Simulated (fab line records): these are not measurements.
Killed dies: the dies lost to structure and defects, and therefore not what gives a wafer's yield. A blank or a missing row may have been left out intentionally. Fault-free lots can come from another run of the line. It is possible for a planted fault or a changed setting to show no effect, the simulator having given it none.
Which tool is to blame? | flow nand harc | Sampling: 11 lots, 33 wafers, 2 of 1159 route steps

WHAT EACH GAUGE READ, for each wafer
NHARC_P_M1_OVL_MEAS_10: pitch 260 nm.
lot  | measured     | on         | overlay x nm (nm)
L075 | day 6 12:28  | overlay-01 | 0.2 0.8 -0.4
L077 | day 6 22:05  | overlay-02 | 0.0 0.1 -0.2
L081 | day 7 14:58  | overlay-02 | 1.2 1.1 1.4
L079 | day 7 16:41  | overlay-02 | 1.1 1.4 0.6
L083 | day 8 02:40  | overlay-01 | 0.0 -0.3 -0.2
L087 | day 9 04:26  | overlay-02 | -1.4 -1.4 -1.1
L085 | day 10 01:10 | overlay-01 | -0.1 0.1 -0.4
L090 | day 10 09:20 | overlay-02 | 1.1 1.6 0.9
L094 | day 10 18:50 | overlay-01 | -1.3 -0.5 -1.5
L092 | day 10 21:04 | overlay-01 | -1.1 -1.2 -1.1
L096 | day 11 10:44 | overlay-02 | -0.1 -0.4 0.2

EACH LOT AND THE TOOL THAT RAN IT (in order: tool; ch and the chambers of the sampled wafers; start)
lot  | NHARC_P_M0_ETCH_34
L075 | rie diel-05 ch 0,3, day 6 08:34
L077 | rie diel-05 ch 2,3, day 6 18:07
L081 | rie diel-05 ch 1,2, day 7 11:02
L079 | rie diel-05 ch 0,1,2, day 7 12:34
L083 | rie diel-01 ch 1,2, day 7 22:35
L087 | rie diel-05 ch 2,3, day 9 00:19
L085 | rie diel-01 ch 0,1, day 9 21:19
L090 | rie diel-01 ch 1,3, day 10 05:25
L094 | rie diel-01 ch 0,1,2, day 10 14:55
L092 | rie diel-05 ch 2,3, day 10 17:04
L096 | rie diel-01 ch 0,1, day 11 06:40
- NHARC_P_M0_ETCH_34: etches the open film in N2/H2, target depth 40 nm, overetch 12 nm, time 43.94 s.

THE ANSWER, worked out from the rows above alone
Rule: what is usual is taken from the lots themselves. The widest of any qualifying gaps counts: lots, ordered by their means at a reading, are off when they make up no more than a third of the lots, leave a main group of 4 or more, and stand apart from it by 3 or more times the standard deviation of that group's means. Not used: any main group whose means are identical at the precision the tables above print for the reading. A lot without any number at a reading at which 4 lots or more have one is off too. All remaining lots with rows at the step are treated as sound.
No lot is off on any of the readings shown, so nothing can be concluded from this.

WHAT WAS PUT IN BY THE SIMULATOR
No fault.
